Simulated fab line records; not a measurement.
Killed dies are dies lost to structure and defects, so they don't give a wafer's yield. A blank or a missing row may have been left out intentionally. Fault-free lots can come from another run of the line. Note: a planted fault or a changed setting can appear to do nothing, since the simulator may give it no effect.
Chamber matching :: flow nandHarc :: NHARC_A_M1_STRIP_18 on rieDiel-12: 4 sister chambers
The step strips in N2/H2. 14 wafers are shown with their chamber, then 7 later ones without.

== WAFERS PAIRED WITH THEIR CHAMBERS ==
wafer: L312.4
chamber: 2
showerheadPlenumPTorr (Torr): 2.04
rfVppV (V): 90.4
throttleValvePct (%): 14.171

wafer: L312.5
chamber: 0
showerheadPlenumPTorr (Torr): 2.02
rfVppV (V): 91.1
throttleValvePct (%): 14.184

wafer: L312.6
chamber: 3
showerheadPlenumPTorr (Torr): 1.90
rfVppV (V): 90.3
throttleValvePct (%): 14.185

wafer: L316.2
chamber: 0
showerheadPlenumPTorr (Torr): 2.02
rfVppV (V): 91.4
throttleValvePct (%): 14.156

wafer: L316.5
chamber: 2
showerheadPlenumPTorr (Torr): 2.04
rfVppV (V): 91.4
throttleValvePct (%): 14.168

wafer: L316.6
chamber: 1
showerheadPlenumPTorr (Torr): 1.94
rfVppV (V): 90.4
throttleValvePct (%): 14.164

wafer: L317.1
chamber: 3
showerheadPlenumPTorr (Torr): 1.90
rfVppV (V): 90.1
throttleValvePct (%): 14.173

wafer: L317.2
chamber: 1
showerheadPlenumPTorr (Torr): 1.94
rfVppV (V): 90.4
throttleValvePct (%): 14.166

wafer: L317.6
chamber: 1
showerheadPlenumPTorr (Torr): 1.94
rfVppV (V): 89.5
throttleValvePct (%): 14.178

wafer: L318.1
chamber: 1
showerheadPlenumPTorr (Torr): 1.93
rfVppV (V): 89.1
throttleValvePct (%): 14.152

wafer: L318.2
chamber: 0
showerheadPlenumPTorr (Torr): 2.01
rfVppV (V): 89.6
throttleValvePct (%): 14.169

wafer: L318.3
chamber: 2
showerheadPlenumPTorr (Torr): 2.04
rfVppV (V): 89.6
throttleValvePct (%): 14.177

wafer: L329.2
chamber: 1
showerheadPlenumPTorr (Torr): 1.93
rfVppV (V): 89.5
throttleValvePct (%): 14.173

wafer: L329.4
chamber: 0
showerheadPlenumPTorr (Torr): 2.01
rfVppV (V): 91.2
throttleValvePct (%): 14.166

SIGNATURES, as means of the wafers listed above
reading: showerheadPlenumPTorr
chamber 0: 2.0150
chamber 1: 1.9360
chamber 2: 2.0400
chamber 3: 1.9000
scatter within a chamber: 0.00469

reading: rfVppV
chamber 0: 90.825
chamber 1: 89.780
chamber 2: 90.467
chamber 3: 90.200
scatter within a chamber: 0.713

reading: throttleValvePct
chamber 0: 14.16875
chamber 1: 14.16660
chamber 2: 14.17200
chamber 3: 14.17900
scatter within a chamber: 0.00953
Rule: a wafer lies at a distance from a chamber equal to the root of the sum of squares, over the readings, of (its reading less the chamber's mean, divided by the reading's scatter). The wafer belongs to the nearest chamber; if the next one is less than 2 further off, it can't be placed. The scatter: the root of (the sum of the squares of (reading less its chamber's mean) over the shown wafers, divided by (wafers less chambers)).

== WAFERS MISSING THEIR CHAMBER ==
wafer: L329.6
showerheadPlenumPTorr (Torr): 1.93
rfVppV (V): 90.4
throttleValvePct (%): 14.168

wafer: L333.2
showerheadPlenumPTorr (Torr): 2.04
rfVppV (V): 91.0
throttleValvePct (%): 14.183

wafer: L333.4
showerheadPlenumPTorr (Torr): 2.04
rfVppV (V): 90.0
throttleValvePct (%): 14.174

wafer: L333.6
showerheadPlenumPTorr (Torr): 2.01
rfVppV (V): 91.0
throttleValvePct (%): 14.155

wafer: L327.1
showerheadPlenumPTorr (Torr): 1.93
rfVppV (V): 91.2
throttleValvePct (%): 14.171

wafer: L327.3
showerheadPlenumPTorr (Torr): 2.01
rfVppV (V): 89.4
throttleValvePct (%): 14.181

wafer: L327.6
showerheadPlenumPTorr (Torr): 2.01
rfVppV (V): 89.7
throttleValvePct (%): 14.166

== CHAMBER TAKEN BY EACH ==
wafer: L329.6
from the rows above: 1
in truth: 1

wafer: L333.2
from the rows above: 2
in truth: 2

wafer: L333.4
from the rows above: 2
in truth: 2

wafer: L333.6
from the rows above: 0
in truth: 0

wafer: L327.1
from the rows above: 1
in truth: 1

wafer: L327.3
from the rows above: 0
in truth: 0

wafer: L327.6
from the rows above: 0
in truth: 0
Correct placement for 7 of the 7. Left unplaced by these rows: 0. Placed wrongly: 0.
